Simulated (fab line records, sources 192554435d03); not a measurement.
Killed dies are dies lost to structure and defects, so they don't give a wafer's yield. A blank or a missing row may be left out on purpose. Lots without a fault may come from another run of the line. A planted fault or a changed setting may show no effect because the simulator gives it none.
Chamber matching | flow n5_finfet | N5_BEOL_M1_ETCH_77 on rie_diel-03: 4 sister chambers
The step etches underlayer in N2/H2, target depth 6.5 nm, time 5.2 s. 4 wafers are shown with their chamber, then 12 later ones without.

WAFERS WITH THEIR CHAMBER
wafer  | chamber | showerhead_plenum_p_Torr (Torr)
L083.5 | 0       | 2.67
L084.4 | 2       | 2.43
L084.5 | 1       | 2.52
L084.6 | 3       | 2.63

WAFERS WITHOUT THEIR CHAMBER
wafer  | showerhead_plenum_p_Torr (Torr)
L087.3 | 2.43
L087.4 | 2.52
L087.5 | 2.66
L088.1 | 2.52
L088.3 | 2.42
L088.5 | 2.42
L093.2 | 2.42
L093.4 | 2.62
L093.5 | 2.52
L095.2 | 2.51
L095.3 | 2.66
L095.5 | 2.62

WHICH CHAMBER EACH WENT THROUGH
wafer  | from the rows above | in truth
L087.3 | 2                   | 2
L087.4 | 1                   | 1
L087.5 | 0                   | 0
L088.1 | 1                   | 1
L088.3 | 2                   | 2
L088.5 | 2                   | 2
L093.2 | 2                   | 2
L093.4 | 3                   | 3
L093.5 | 1                   | 1
L095.2 | 1                   | 1
L095.3 | 0                   | 0
L095.5 | 3                   | 3
Placed correctly: 12 of 12. Can't be placed from these rows: 0. Placed wrongly: 0.
How it was worked out, from the rows above alone: a wafer's distance from a chamber is the root of the sum, over the readings, of the square of ((its reading less the chamber's mean) divided by the reading's scatter). The wafer belongs to the nearest chamber; if the next one is less than 2 further off, it can't be placed. A chamber's mean is the mean of its shown wafers. The scatter: with one shown wafer a chamber, the root of the mean of the squares of how far each hidden wafer lies from its nearest shown one.
